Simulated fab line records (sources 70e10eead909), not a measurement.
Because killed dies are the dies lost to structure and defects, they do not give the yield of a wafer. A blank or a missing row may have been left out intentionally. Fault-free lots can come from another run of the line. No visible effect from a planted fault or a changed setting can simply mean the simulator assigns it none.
fab line records | flow nandHarc | part 2 of 2: steps 25 to 35 of 35
record: lots: 5 | wafers: 15 | lastDay: 32
route steps=1302 shown A_CHANNEL_FILL_D2@623 A_STAIRCASE@639
lots that met no fault: from a run of the same line without faults
startH: hours from the record's first day to the start of the lot's first wafer shown | waitH: hours from the lot's prior step to this one | " as in the row above | L1.1+2: several wafers, shown together as one row | - value missing, or start not given | * or withheld: withheld | < > ~ a bound
route shown NAME@n: a module of which the file shows steps, and the number in the route of the first | usual: the fault-free wafers' mean and standard deviation | same: alike in all rows | chamber/n: place in a boat | sites: each site's reading | _std_site: the values' standard deviation | _edge_site: mean of outer sites minus mean of inner sites | radiusMm: how far each site lies from the wafer's centre | mask NAME#n: copy n | behind: the most recent tool/chamber to have shaped the wafer | hold: what put the lot on hold/how long, in hours/how the hold closed | device: the n, p or np transistor that did not switch | end of line: the route-end tests of the same wafers | for a step that has no rows: nothing shown but its recipe | killed: not the wafer's yield, but the dies lost to structure and defects at the first sort | map: per-die view of a wafer (x killed, . not killed, _ where there is no die)
set.NAME: the setting as run; set.NAME@STEP: as run at that earlier step | model.NAME: the simulator's own value behind a step, which no gauge read
lots at some steps of the route; a table a step, a row a wafer
services: when a tool's chamber went out of use (startH, in hours from the record's first day, below 0 if earlier), for how many hours, and the reason
== steps ==
step: NHARC_A_STAIRCASE_ETCH_169
recipe: targetDepthA: 500 | timeS: 107.1 | ionEnergyEv: 120 | ch3fFlowSccm: 50 | o2FlowSccm: 30 | arFlowSccm: 200 | rfW: 500 | biasW: 100 | chemistry: CH3F/O2
usual: drypumpMotorCurrentA: 5.7/0.7 | oesProductAu: 0.955/0.018 | rfVppV: 244.4/1.9 | showerheadPlenumPTorr: 2.46/0.12 | throttleValvePct: 20.662/0.0091
lot.wafer | tool       | chamber | startH | waitH | drypumpMotorCurrentA | oesProductAu | rfHoursCounterH | rfVppV | showerheadPlenumPTorr | throttleValvePct
L078.1    | rieDiel-13 | 2       | 374.65 | 0.1   | 5.8                  | 0.989        | 5               | 244.6  | 2.35                  | 20.662
L078.4    | "          | 3       | "      | "     | 5.0                  | 0.963        | 9               | 246.8  | 2.56                  | 20.662
L078.6    | "          | 2       | "      | "     | 5.8                  | 0.988        | -               | 242.7  | 2.35                  | 20.661
L089.2    | rieDiel-12 | 0       | 505.98 | 0.1   | 5.0                  | 0.957        | 12              | 247.0  | 2.66                  | 20.657
L089.5    | "          | 1       | "      | "     | 4.8                  | 0.943        | -               | 243.1  | 2.42                  | 20.654
L089.6    | "          | 2       | "      | "     | 6.4                  | 0.956        | -               | 242.3  | 2.34                  | 20.661
L091.2    | rieDiel-09 | 3       | 526.45 | 0.1   | 6.5                  | 0.961        | 5               | 244.0  | 2.54                  | 20.663
L091.6    | "          | 0       | "      | "     | 5.2                  | 0.945        | -               | 243.6  | 2.43                  | 20.674
L091.5    | "          | 1       | "      | "     | 5.5                  | 0.954        | -               | 247.9  | 2.66                  | 20.677
L095.2    | rieDiel-09 | 2       | 555.51 | 0.6   | 5.7                  | 0.921        | 12              | 244.2  | 2.48                  | 20.654
L095.3    | "          | 1       | "      | "     | 5.5                  | 0.935        | 16              | 248.2  | 2.65                  | 20.664
L095.6    | "          | 3       | "      | "     | 6.5                  | 0.926        | -               | 246.5  | 2.53                  | 20.642
L094.4    | rieDiel-12 | 1       | 561.37 | 0.1   | 4.8                  | 0.942        | 38              | 242.2  | 2.41                  | 20.666
L094.3    | "          | 3       | "      | "     | 6.3                  | 0.955        | 32              | 246.0  | 2.58                  | 20.654
L094.1    | "          | 0       | "      | "     | 5.0                  | 0.960        | 33              | 246.5  | 2.65                  | 20.657
step: NHARC_A_STAIRCASE_ETCH_170
recipe: targetDepthA: 2000 | timeS: 66.667 | ionEnergyEv: 250 | c4f6FlowSccm: 25 | o2FlowSccm: 20 | arFlowSccm: 500 | rfW: 600 | biasW: 500 | chemistry: C4F6/O2
usual: drypumpMotorCurrentA: 5.7/0.69 | oesProductAu: 0.975/0.015 | rfVppV: 547/3.8 | showerheadPlenumPTorr: 3.93/0.18 | throttleValvePct: 26.902/0.0086
lot.wafer | tool       | chamber | startH | waitH | drypumpMotorCurrentA | oesProductAu | rfHoursCounterH | rfVppV | showerheadPlenumPTorr | throttleValvePct
L078.1    | rieDiel-13 | 1       | -      | -     | 5.2                  | 0.986        | 7               | 546    | 3.89                  | 26.902
L078.4    | "          | 3       | "      | "     | 5.0                  | 0.974        | 9               | 550    | 4.07                  | 26.910
L078.6    | "          | 0       | "      | "     | 6.5                  | 0.966        | -               | 543    | 3.75                  | 26.905
L089.2    | rieDiel-12 | 3       | -      | -     | 6.3                  | 0.977        | 14              | 548    | 4.12                  | 26.912
L089.5    | "          | 0       | "      | "     | 5.0                  | 0.975        | -               | 554    | 4.22                  | 26.916
L089.6    | "          | 1       | "      | "     | 4.8                  | 0.975        | -               | 546    | 3.86                  | 26.904
L091.2    | rieDiel-09 | 3       | -      | -     | 6.5                  | 0.964        | 5               | 550    | 4.04                  | 26.903
L091.5    | "          | 2       | "      | "     | 5.8                  | 0.956        | -               | 547    | 3.96                  | 26.887
L091.6    | "          | 3       | "      | "     | 6.5                  | 0.959        | -               | 548    | 4.04                  | 26.905
L095.2    | rieDiel-09 | 0       | -      | -     | 5.2                  | 0.951        | 17              | 545    | 3.87                  | 26.897
L095.3    | "          | 2       | "      | "     | 5.8                  | 0.952        | 12              | 547    | 3.96                  | 26.898
L095.6    | "          | 0       | "      | "     | 5.2                  | 0.926        | -               | 545    | 3.87                  | 26.913
L094.4    | rieDiel-12 | 1       | -      | -     | 4.8                  | 0.977        | 38              | 545    | 3.85                  | 26.901
L094.3    | "          | 3       | "      | "     | 6.3                  | 0.976        | 32              | 551    | 4.11                  | 26.900
L094.1    | "          | 0       | "      | "     | 5.0                  | 0.989        | 33              | 552    | 4.21                  | 26.900
step: NHARC_A_STAIRCASE_STRIP_171
recipe: powerW: 1500 | tempC: 250 | chemistry: O2
usual: drypumpMotorCurrentA: 5.5/0.62 | heaterPowerW: 337/14
lot.wafer | tool           | chamber | startH | waitH | drypumpMotorCurrentA | heaterPowerW | rfHoursCounterH
L078.1    | plasmaAsher-01 | 1       | 374.88 | -     | 6.5                  | 323          | 5
L078.4    | "              | 1       | "      | "     | 6.5                  | 327          | -
L078.6    | "              | 1       | "      | "     | 6.5                  | 323          | -
L089.2    | plasmaAsher-02 | 1       | 506.23 | -     | 5.2                  | 342          | 13
L089.5    | "              | 0       | "      | "     | 5.4                  | 356          | -
L089.6    | "              | 1       | "      | "     | 5.2                  | 342          | -
L091.2    | plasmaAsher-02 | 0       | 526.78 | -     | 5.5                  | 356          | 19
L091.5    | "              | 0       | "      | "     | 5.5                  | 354          | -
L091.6    | "              | 1       | "      | "     | 5.2                  | 319          | -
L095.2    | plasmaAsher-02 | 0       | 555.78 | -     | 5.4                  | 358          | 25
L095.3    | "              | 1       | "      | "     | 5.2                  | 338          | -
L095.6    | "              | 0       | "      | "     | 5.5                  | 354          | -
L094.1    | plasmaAsher-02 | 0       | 561.67 | -     | 5.5                  | 355          | 26
L094.3    | "              | 1       | "      | "     | 5.2                  | 339          | -
L094.4    | "              | 0       | "      | "     | 5.5                  | 359          | -
step: NHARC_A_STAIRCASE_STRIP_172
recipe: timeS: 900 | tempC: 130 | chemistry: SPM
usual: bathGuardTempC: 129.9/0.52
lot.wafer | tool        | chamber | startH | waitH | bathGuardTempC
L078.1    | wetBench-02 | 3       | 375.24 | 0.3   | 129.3
L078.6    | "           | 4       | "      | "     | 129.9
L078.4    | "           | 5       | "      | "     | 129.7
L089.5    | wetBench-03 | 2       | 506.53 | 0.1   | 130.2
L089.6    | "           | 6       | "      | "     | 129.9
L089.2    | "           | 7       | "      | "     | 130.6
L091.6    | wetBench-02 | 1       | 527.13 | 0.1   | 128.6
L091.2    | "           | 3       | "      | "     | 129.3
L091.5    | "           | 5       | "      | "     | 129.8
L095.2    | wetBench-02 | 1       | 556.08 | 0.3   | 128.8
L095.3    | "           | 2       | "      | "     | 130.3
L095.6    | "           | 3       | "      | "     | 129.2
L094.3    | wetBench-06 | 2       | 561.98 | 0.2   | 130.1
L094.4    | "           | 3       | "      | "     | 130.0
L094.1    | "           | 5       | "      | "     | 129.1
step: NHARC_A_STAIRCASE_PRECLEAN_173
recipe: timeS: * | tempC: 50 | bathAgeMin: 0 | chemistry: SC1
usual: bathGuardTempC: 49.9/0.52
lot.wafer | tool        | chamber | startH | waitH | bathGuardTempC
L078.1    | wetBench-02 | 3       | -      | -     | 49.3
L078.6    | "           | 4       | "      | "     | 50.3
L078.4    | "           | 5       | "      | "     | 49.7
L089.5    | wetBench-03 | 2       | -      | -     | 50.2
L089.6    | "           | 6       | "      | "     | 49.7
L089.2    | "           | 7       | "      | "     | 50.4
L091.6    | wetBench-02 | 1       | -      | -     | 48.5
L091.2    | "           | 3       | "      | "     | 49.5
L091.5    | "           | 5       | "      | "     | 49.5
L095.2    | wetBench-02 | 1       | -      | -     | 48.7
L095.3    | "           | 2       | "      | "     | 50.0
L095.6    | "           | 3       | "      | "     | 49.4
L094.3    | wetBench-06 | 2       | -      | -     | 50.4
L094.4    | "           | 3       | "      | "     | 49.8
L094.1    | "           | 5       | "      | "     | 48.8
step: NHARC_A_STAIRCASE_SRD_174
lot.wafer  | tool        | chamber | startH | waitH
L078.1+6+4 | wetBench-02 | 3,4,5   | -      | -
L089.5+6+2 | wetBench-03 | 2,6,7   | -      | -
L091.6+2+5 | wetBench-02 | 1,3,5   | -      | -
L095.2+3+6 | wetBench-02 | 1,2,3   | -      | -
L094.3+4+1 | wetBench-06 | 2,3,5   | -      | -
step: NHARC_A_STAIRCASE_DEHYDRATE_01
recipe: tempC: 150 | timeS: 120
usual: exhaustPa: 44.9/0.95
lot.wafer | tool          | chamber | startH | waitH | exhaustPa
L078.1    | lithoTrack-03 | 0       | 375.68 | -     | 46.4
L078.4    | "             | 0       | "      | "     | 45.3
L078.6    | "             | 0       | "      | "     | 44.5
L089.2    | lithoTrack-07 | 0       | 506.99 | -     | 45.3
L089.5    | "             | 0       | "      | "     | 44.8
L089.6    | "             | 0       | "      | "     | 46.0
L091.2    | lithoTrack-03 | 0       | 527.59 | -     | 44.2
L091.5    | "             | 0       | "      | "     | 45.3
L091.6    | "             | 0       | "      | "     | 45.0
L095.2    | lithoTrack-03 | 0       | 556.54 | -     | 45.0
L095.3    | "             | 0       | "      | "     | 44.1
L095.6    | "             | 0       | "      | "     | 44.8
L094.1    | lithoTrack-05 | 0       | 562.42 | -     | 45.1
L094.3    | "             | 0       | "      | "     | 45.7
L094.4    | "             | 0       | "      | "     | 43.9
step: NHARC_A_STAIRCASE_HMDS_02
recipe: timeS: 30
usual: exhaustPa: 44.9/0.98
lot.wafer | tool          | chamber | startH | waitH | exhaustPa
L078.1    | lithoTrack-03 | 0       | -      | -     | 45.6
L078.4    | "             | 0       | "      | "     | 46.1
L078.6    | "             | 0       | "      | "     | 44.4
L089.2    | lithoTrack-07 | 0       | -      | -     | 46.0
L089.5    | "             | 0       | "      | "     | 45.0
L089.6    | "             | 0       | "      | "     | 45.1
L091.2    | lithoTrack-03 | 0       | -      | -     | 45.2
L091.5    | "             | 0       | "      | "     | 45.0
L091.6    | "             | 0       | "      | "     | 45.2
L095.2    | lithoTrack-03 | 0       | -      | -     | 43.9
L095.3    | "             | 0       | "      | "     | 44.2
L095.6    | "             | 0       | "      | "     | 44.8
L094.1    | lithoTrack-05 | 0       | -      | -     | 45.9
L094.3    | "             | 0       | "      | "     | 45.8
L094.4    | "             | 0       | "      | "     | 47.5
step: NHARC_A_STAIRCASE_COAT_03
recipe: spinRpm: 1200
usual: exhaustPa: 45.0/0.86
lot.wafer | tool          | chamber | startH | waitH | exhaustPa
L078.1    | lithoTrack-03 | 0       | -      | -     | 43.6
L078.4    | "             | 0       | "      | "     | 45.7
L078.6    | "             | 0       | "      | "     | 45.3
L089.2    | lithoTrack-07 | 0       | -      | -     | 45.6
L089.5    | "             | 0       | "      | "     | 44.8
L089.6    | "             | 0       | "      | "     | 45.0
L091.2    | lithoTrack-03 | 0       | -      | -     | 45.2
L091.5    | "             | 0       | "      | "     | 45.2
L091.6    | "             | 0       | "      | "     | 44.6
L095.2    | lithoTrack-03 | 0       | -      | -     | 44.1
L095.3    | "             | 0       | "      | "     | 45.0
L095.6    | "             | 0       | "      | "     | 44.4
L094.1    | lithoTrack-05 | 0       | -      | -     | 43.7
L094.3    | "             | 0       | "      | "     | 45.4
L094.4    | "             | 0       | "      | "     | 44.9
step: NHARC_A_STAIRCASE_SOFTBAKE_04
recipe: tempC: 135 | timeS: 170
usual: exhaustPa: 44.9/0.87
lot.wafer | tool          | chamber | startH | waitH | exhaustPa
L078.1    | lithoTrack-03 | 0       | -      | -     | 45.5
L078.4    | "             | 0       | "      | "     | 44.7
L078.6    | "             | 0       | "      | "     | 44.7
L089.2    | lithoTrack-07 | 0       | -      | -     | 43.9
L089.5    | "             | 0       | "      | "     | 44.1
L089.6    | "             | 0       | "      | "     | 45.3
L091.2    | lithoTrack-03 | 0       | -      | -     | 44.7
L091.5    | "             | 0       | "      | "     | 45.2
L091.6    | "             | 0       | "      | "     | 45.1
L095.2    | lithoTrack-03 | 0       | -      | -     | 44.3
L095.3    | "             | 0       | "      | "     | 44.8
L095.6    | "             | 0       | "      | "     | 45.0
L094.1    | lithoTrack-05 | 0       | -      | -     | 44.3
L094.3    | "             | 0       | "      | "     | 46.0
L094.4    | "             | 0       | "      | "     | 44.7
step: NHARC_A_STAIRCASE_EBR_05
usual: exhaustPa: 44.7/0.9
lot.wafer | tool          | chamber | startH | waitH | exhaustPa
L078.1    | lithoTrack-03 | 0       | -      | -     | 44.1
L078.4    | "             | 0       | "      | "     | 44.5
L078.6    | "             | 0       | "      | "     | 44.8
L089.2    | lithoTrack-07 | 0       | -      | -     | 43.4
L089.5    | "             | 0       | "      | "     | 43.3
L089.6    | "             | 0       | "      | "     | 43.2
L091.2    | lithoTrack-03 | 0       | -      | -     | 44.2
L091.5    | "             | 0       | "      | "     | 43.3
L091.6    | "             | 0       | "      | "     | 44.3
L095.2    | lithoTrack-03 | 0       | -      | -     | 44.2
L095.3    | "             | 0       | "      | "     | 46.6
L095.6    | "             | 0       | "      | "     | 44.4
L094.1    | lithoTrack-05 | 0       | -      | -     | 43.6
L094.3    | "             | 0       | "      | "     | 44.9
L094.4    | "             | 0       | "      | "     | 43.7
== services ==
tool           | chamber | startH | hours | kind
wetBench-07    | -       | 336.05 | 8.0   | pm
rieDiel-12     | 1       | 339.56 | 4.2   | repair
rieDiel-10     | 2       | 346.32 | 2.1   | repair
rieDiel-01     | -       | 380.84 | 9.0   | pm
rieDiel-10     | 3       | 401.17 | 5.9   | repair
wetBench-04    | -       | 403.20 | 8.0   | pm
rieDiel-10     | 0       | 407.13 | 5.9   | repair
rieDiel-10     | 2       | 409.15 | 17.1  | repair
rieDiel-09     | 0       | 415.18 | 2.8   | repair
rieDiel-10     | -       | 419.69 | 9.0   | pm
wetBench-02    | -       | 420.00 | 8.0   | pm
lithoTrack-07  | -       | 426.00 | 7.0   | pm
plasmaAsher-02 | -       | 426.29 | 9.0   | pm
wetBench-01    | -       | 429.64 | 8.8   | repair
rieDiel-12     | -       | 446.40 | 9.0   | pm
lithoTrack-03  | -       | 450.00 | 7.0   | pm
wetBench-01    | -       | 453.60 | 8.0   | pm
plasmaAsher-02 | -       | 454.34 | 0.9   | repair
rieDiel-12     | 0       | 465.41 | 9.0   | repair
lithoTrack-05  | -       | 474.00 | 7.0   | pm
rieDiel-01     | 0       | 484.63 | 6.1   | repair
rieDiel-01     | 3       | 494.55 | 4.8   | repair
rieDiel-09     | -       | 497.46 | 9.0   | pm
wetBench-01    | -       | 524.06 | 1.6   | repair
